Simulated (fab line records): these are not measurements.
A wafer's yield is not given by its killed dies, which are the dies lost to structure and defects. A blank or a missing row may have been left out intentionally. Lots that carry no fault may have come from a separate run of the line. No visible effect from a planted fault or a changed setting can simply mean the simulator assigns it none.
fab line records ; flow n5_finfet
record lots=6; wafers=17; last_day=15
route steps=1938 shown ILD0@341 SDB@347
lots that met no fault: from a run of the same line without faults
start_h: hours from the record's first day to the start of the lot's first wafer shown ; wait_h: hours since the lot's step before ; " identical to the entry in the row above ; L1.1+2: several wafers, shown together as one row ; - no value, or no start was given ; * or withheld: withheld ; < > ~ a bound
route shown NAME@n: a module of which the file shows steps, and the number in the route of the first ; usual: mean and standard deviation over wafers with no fault ; same: alike in all rows ; chamber/n: place in a boat ; sites: per-site readings ; _std_site: the values' standard deviation ; _edge_site: mean of outer sites minus mean of inner sites ; radius_mm: how far each site lies from the wafer's centre ; mask NAME#n: copy n ; behind: the last tool/chamber to shape the wafer ; hold: why the lot went on hold/how many hours it stayed there/how the hold came to an end ; device: which transistor (n, p or np) failed to switch ; end of line: tests run on the same wafers once the route is complete ; for a step that has no rows: nothing shown but its recipe ; killed: at the first sort, the dies lost to defects and structure; wafer yield is something else ; map: a wafer's dies, marking killed ones x, the rest . and places with no die _
set.NAME: the run value of the setting; set.NAME@STEP: its run value at that earlier step ; model.NAME: the simulator's own value behind a step, which no gauge read
lots seen at some steps along the route; tables by step, rows by wafer
services: a tool's chamber out of use, with start hour (start_h, from the record's first day; less than 0 if before it), hours out, and reason
## steps
# step N5_ILD0_THK_MEAS_08
# usual thk_nm=137.8/1.1
lot.wafer;tool;chamber;start_h;wait_h;thk_nm
L702.4;film_metro-01;-;63.18;-;138.7
L702.5;film_metro-01;-;63.18;-;137.7
L702.6;film_metro-01;-;63.18;-;136.5
L706.1;film_metro-02;-;90.91;-;137.3
L706.3;film_metro-02;-;90.91;-;136.7
L706.5;film_metro-02;-;90.91;-;136.5
L708.1;film_metro-02;-;97.49;-;138.7
L708.5;film_metro-02;-;97.49;-;137.9
L714.2;film_metro-01;-;135.45;-;134.7
L714.5;film_metro-01;-;135.45;-;137.9
L714.6;film_metro-01;-;135.45;-;137.3
L723.1;film_metro-02;-;187.39;-;137.7
L723.3;film_metro-02;-;187.39;-;138.2
L723.4;film_metro-02;-;187.39;-;138.0
L724.1;film_metro-02;-;194.73;-;136.9
L724.4;film_metro-02;-;194.73;-;138.4
L724.6;film_metro-02;-;194.73;-;139.9
# step N5_ILD0_PRECLEAN_10
# recipe chemistry=NF3:NH3; afs_cycles=5; time_s=20; temp_c=30; sublimation_temp_c=180; sublimation_time_s=60; pressure_torr=3; rf_power_w=30
# step N5_ILD0_ALD_15
# recipe material=SiNx; target_thk_a=240; temp_c=400; ald_precursor_family=SiH2I2; ald_co_reactant=N2/H2-plasma; pulse_time_s=1; ald_cycles=480; purge_time_s=2; co_reactant_purge_time_s=2; pressure_torr=2
# usual heater_power_outer_w=518/47; heater_power_w=855/70; precursor_pulse_height_rel=1.001/0.02; susceptor_temp_C=399.98/0.23
lot.wafer;tool;chamber;start_h;wait_h;heater_power_outer_w;heater_power_w;precursor_pulse_height_rel;susceptor_temp_C
L702.4;ald_sin-02;2;63.89;0.2;520;875;0.975;400.06
L702.5;ald_sin-02;1;64.98;1.2;577;840;1.017;400.17
L702.6;ald_sin-02;2;64.98;1.2;518;867;0.989;400.05
L706.1;ald_sin-01;3;91.63;0.6;509;854;0.987;399.67
L706.3;ald_sin-01;2;91.63;0.6;473;775;0.985;400.47
L706.5;ald_sin-01;2;92.71;1.2;460;752;1.026;400.23
L708.1;ald_sin-02;1;98.20;0.6;583;872;1.013;399.57
L708.5;ald_sin-02;2;99.29;1.2;519;864;0.998;400.05
L714.2;ald_sin-02;1;136.60;0.9;579;857;0.985;399.88
L714.5;ald_sin-02;2;137.69;1.6;524;868;0.995;399.91
L714.6;ald_sin-02;1;137.69;1.6;580;864;1.034;399.96
L723.1;ald_sin-04;1;188.11;0.6;514;943;0.978;400.19
L723.3;ald_sin-04;2;188.11;0.6;498;800;1.018;399.99
L723.4;ald_sin-04;0;188.11;0.6;499;872;1.001;400.23
L724.1;ald_sin-02;3;195.45;0.6;582;808;1.006;400.51
L724.4;ald_sin-02;2;195.45;0.6;496;844;1.002;400.22
L724.6;ald_sin-02;1;196.53;1.1;539;813;0.997;399.75
# step N5_ILD0_CMP_12
# recipe stop_on=poly-Si; material=SiNx; t_overpolish_s=6; post_cmp_clean=alkaline_brush; down_force_psi=2.5; platen_rpm=51.8; pad_velocity_m_s=1.0307; target_thk_nm=17.67
# usual motor_current_A=9.3/0.91; overpolish_run_s=5.999/0.0096; slurry_filter_dp_kPa=13.51/0.14; time_to_endpoint_s=26.4/2.5
lot.wafer;tool;chamber;start_h;wait_h;motor_current_A;overpolish_run_s;slurry_filter_dp_kPa;time_to_endpoint_s
L702.4;cmp-01;1;66.17;1.2;8.2;6.001;13.40;23.5
L702.5;cmp-01;3;66.17;1.2;10.2;5.982;13.59;24.3
L702.6;cmp-01;0;66.17;1.2;9.7;5.987;13.75;26.5
L706.1;cmp-02;0;93.83;1.1;9.4;6.007;13.63;27.0
L706.3;cmp-02;1;93.83;1.1;10.1;6.009;13.42;29.3
L706.5;cmp-02;1;93.83;1.1;9.8;6.021;13.58;28.4
L708.1;cmp-01;2;100.52;1.2;8.1;5.996;13.60;29.4
L708.5;cmp-01;0;100.52;1.2;9.8;5.998;13.45;30.6
L714.2;cmp-01;0;138.88;1.2;10.0;6.010;13.49;26.8
L714.6;cmp-01;2;138.88;1.2;8.3;5.981;13.23;28.1
L714.5;cmp-01;3;138.88;1.2;9.5;6.017;13.26;26.2
L723.4;cmp-03;1;190.35;1.2;10.9;6.000;13.72;29.7
L723.1;cmp-03;2;190.35;1.2;8.7;5.998;13.39;21.7
L723.3;cmp-03;3;190.35;1.2;9.1;5.976;13.47;25.1
L724.4;cmp-02;1;197.68;1.2;10.0;5.998;13.46;27.6
L724.1;cmp-02;2;197.68;1.2;9.3;5.991;13.73;29.6
L724.6;cmp-02;1;197.68;1.2;9.9;6.001;13.56;27.4
# step N5_ILD0_THK_MEAS_13
# usual thk_nm=16.6/1.2
lot.wafer;tool;chamber;start_h;wait_h;thk_nm
L702.4;film_metro-01;-;66.39;-;13.8
L702.5;film_metro-01;-;66.39;-;16.3
L702.6;film_metro-01;-;66.39;-;16.7
L706.1;film_metro-01;-;94.12;-;15.8
L706.3;film_metro-01;-;94.12;-;16.5
L706.5;film_metro-01;-;94.12;-;17.0
L708.1;film_metro-01;-;100.70;-;17.3
L708.5;film_metro-01;-;100.70;-;19.3
L714.2;film_metro-02;-;139.10;-;17.2
L714.5;film_metro-02;-;139.10;-;15.3
L714.6;film_metro-02;-;139.10;-;15.7
L723.1;film_metro-01;-;190.60;-;15.6
L723.3;film_metro-01;-;190.60;-;16.5
L723.4;film_metro-01;-;190.60;-;17.7
L724.1;film_metro-01;-;197.94;-;17.9
L724.4;film_metro-01;-;197.94;-;16.0
L724.6;film_metro-01;-;197.94;-;17.0
# step N5_ILD0_INSPECT_06
# recipe inspect_instrument=darkfield; mode=post_cmp
# usual raw_defect_count=37/16
lot.wafer;tool;chamber;start_h;wait_h;raw_defect_count
L702.4;defect_inspect-01;-;66.42;0.0;39
L702.5;defect_inspect-01;-;66.42;0.0;43
L702.6;defect_inspect-01;-;66.42;0.0;59
L706.1;defect_inspect-02;-;94.15;0.0;57
L706.3;defect_inspect-02;-;94.15;0.0;45
L706.5;defect_inspect-02;-;94.15;0.0;64
L708.1;defect_inspect-01;-;100.72;0.0;55
L708.5;defect_inspect-01;-;100.72;0.0;44
L714.2;defect_inspect-02;-;139.13;0.0;45
L714.5;defect_inspect-02;-;139.13;0.0;26
L714.6;defect_inspect-02;-;139.13;0.0;31
L723.1;defect_inspect-02;-;190.63;0.0;49
L723.3;defect_inspect-02;-;190.63;0.0;25
L723.4;defect_inspect-02;-;190.63;0.0;21
L724.1;defect_inspect-02;-;197.97;0.0;82
L724.4;defect_inspect-02;-;197.97;0.0;77
L724.6;defect_inspect-02;-;197.97;0.0;57
# step N5_SDB_HM_DEP_00
# recipe material=SiNx; target_thk_a=400; temp_c=400; precursor=SiH4/NH3/N2; pressure_torr=1.5; rf_w=300; time_s=35.3
# usual heater_power_outer_w=440/54; heater_power_w=731/59; showerhead_plenum_p_Torr=5.12/0.086; susceptor_temp_C=400.00/0.22; throttle_valve_pct=39.2/2.3
lot.wafer;tool;chamber;start_h;wait_h;heater_power_outer_w;heater_power_w;showerhead_plenum_p_Torr;susceptor_temp_C;throttle_valve_pct
L702.4;pecvd-04;2;66.48;0.1;382;666;5.19;399.88;38.0
L702.5;pecvd-04;1;66.48;0.1;466;767;5.23;400.17;44.1
L702.6;pecvd-04;0;66.48;0.1;401;666;5.16;399.83;36.7
L706.1;pecvd-03;1;94.19;0.0;514;773;5.01;400.09;39.5
L706.3;pecvd-03;2;94.19;0.0;402;732;5.19;399.91;36.0
L706.5;pecvd-03;1;94.19;0.0;519;794;5.03;399.88;39.6
L708.1;pecvd-04;2;100.76;0.0;394;684;5.20;399.87;38.5
L708.5;pecvd-04;1;100.76;0.0;422;736;5.23;400.04;43.9
L714.2;pecvd-01;1;139.16;0.0;429;737;4.98;400.17;41.9
L714.5;pecvd-01;2;139.16;0.0;454;706;5.15;400.15;38.1
L714.6;pecvd-01;0;139.16;0.0;395;694;5.10;400.35;37.9
L723.1;pecvd-03;0;190.67;0.0;470;763;5.00;399.83;39.8
L723.3;pecvd-03;1;190.67;0.0;571;863;5.00;399.97;39.4
L723.4;pecvd-03;1;190.67;0.0;587;882;5.01;400.20;39.7
L724.1;pecvd-03;2;198.00;0.0;398;713;5.20;400.04;36.1
L724.4;pecvd-03;0;198.00;0.0;494;796;5.01;400.20;40.0
L724.6;pecvd-03;2;198.00;0.0;414;724;5.20;399.60;36.3
# step N5_SDB_COAT_03
# recipe resist=SOC; temp_c=250; time_s=60; spin_rpm=1500; resist_thk_nm=100
# step N5_SDB_COAT_04
# recipe resist=SiARC; temp_c=220; time_s=60; spin_rpm=1500; resist_thk_nm=18
# step N5_SDB_COAT_05
# recipe resist=CAR-ArF; spin_rpm=1500; resist_thk_nm=90
# step N5_SDB_EBR_07
# recipe solvent=PGMEA; ebr_width_mm=1.5
# step N5_SDB_SOFTBAKE_06
# recipe temp_c=110; time_s=60; resist=CAR-ArF
# step N5_SDB_EXPOSE_08
# recipe mask_id=SDB; na=1.35; source_shape=conventional; sigma_outer=0.5; polarization=unpolarized; dose_mj=49.6
# usual exposure_dose_mJ_cm2=49.59/0.048; focus_offset_nm=0.0/0.61
lot.wafer;tool;chamber;start_h;wait_h;mask;exposure_dose_mJ_cm2;focus_offset_nm
L702.4;arfi_scanner-02;0;66.80;-;SDB#0;49.55;0.6
L702.5;arfi_scanner-02;0;66.80;-;SDB#0;49.53;-0.2
L702.6;arfi_scanner-02;0;66.80;-;SDB#0;49.56;0.4
L706.1;arfi_scanner-02;0;94.39;-;SDB#0;49.57;0.3
L706.3;arfi_scanner-02;0;94.39;-;SDB#0;49.55;0.6
L706.5;arfi_scanner-02;0;94.39;-;SDB#0;49.59;0.0
L708.1;arfi_scanner-02;0;101.09;-;SDB#0;49.62;0.1
L708.5;arfi_scanner-02;0;101.09;-;SDB#0;49.70;0.0
L714.2;arfi_scanner-01;0;139.49;-;SDB#0;49.69;0.5
L714.5;arfi_scanner-01;0;139.49;-;SDB#0;49.63;0.2
L714.6;arfi_scanner-01;0;139.49;-;SDB#0;49.58;-0.5
L723.1;arfi_scanner-01;-;190.99;-;SDB#0;-;-
L723.3;arfi_scanner-01;-;190.99;-;SDB#0;-;-
L723.4;arfi_scanner-01;-;190.99;-;SDB#0;-;-
L724.1;arfi_scanner-02;-;198.33;-;SDB#0;-;-
L724.4;arfi_scanner-02;-;198.33;-;SDB#0;-;-
L724.6;arfi_scanner-02;-;198.33;-;SDB#0;-;-
# step N5_SDB_PEB_09
# recipe peb_temp_c=withheld; peb_time_s=60; resist=CAR-ArF
## services
tool;chamber;start_h;hours;kind
arfi_scanner-01;-;47.20;1.0;pm
cmp-02;-;49.84;1.2;repair
ald_sin-02;3;56.29;1.7;repair
arfi_scanner-01;-;58.65;0.8;pm
cmp-01;-;59.23;4.1;repair
arfi_scanner-01;-;63.75;0.4;repair
arfi_scanner-02;-;75.34;3.1;pm
arfi_scanner-01;-;76.75;0.6;repair
arfi_scanner-02;-;86.61;0.8;pm
arfi_scanner-01;-;91.93;3.9;pm
arfi_scanner-02;-;104.09;3.9;pm
arfi_scanner-02;-;110.63;1.3;pm
cmp-02;-;114.77;1.3;repair
arfi_scanner-02;-;115.83;1.0;pm
arfi_scanner-01;-;126.26;1.3;pm
cmp-02;-;126.55;0.4;repair
cmp-01;-;127.62;1.1;repair
arfi_scanner-02;-;128.97;1.0;pm
cmp-02;-;158.67;5.4;repair
ald_sin-02;-;161.48;2.8;pm
arfi_scanner-02;-;161.53;36.0;pm
cmp-02;-;171.19;4.0;pm
cmp-01;-;173.37;2.0;repair
ald_sin-02;-;176.75;14.0;pm
## key
first_sign step=N5_SDB_EXPOSE_08; reading=tool_record; direction=missing
effect none on later readings
met_at N5_SDB_EXPOSE_08
struck_wafers L723.1,L723.3,L723.4,L724.1,L724.4,L724.6
later_rows_left_out L723.1,L723.3,L723.4,L724.1,L724.4,L724.6
sort_left_out L723.1,L723.3,L723.4,L724.1,L724.4,L724.6
onset_between 139.49 190.99
fault kind=skipped_step_whole; tool=arfi_scanner-01,arfi_scanner-02; chamber=-; onset_h=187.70; steps=N5_SDB_EXPOSE_08; scope=struck_lots_only
# sort_left_out: the simulated sort isn't trusted on such a fault, so these wafers' sort isn't shown, and their yield isn't known
# later_rows_left_out: the simulator's readings of these wafers behind a module that went badly wrong aren't trusted and aren't shown, but for the sort
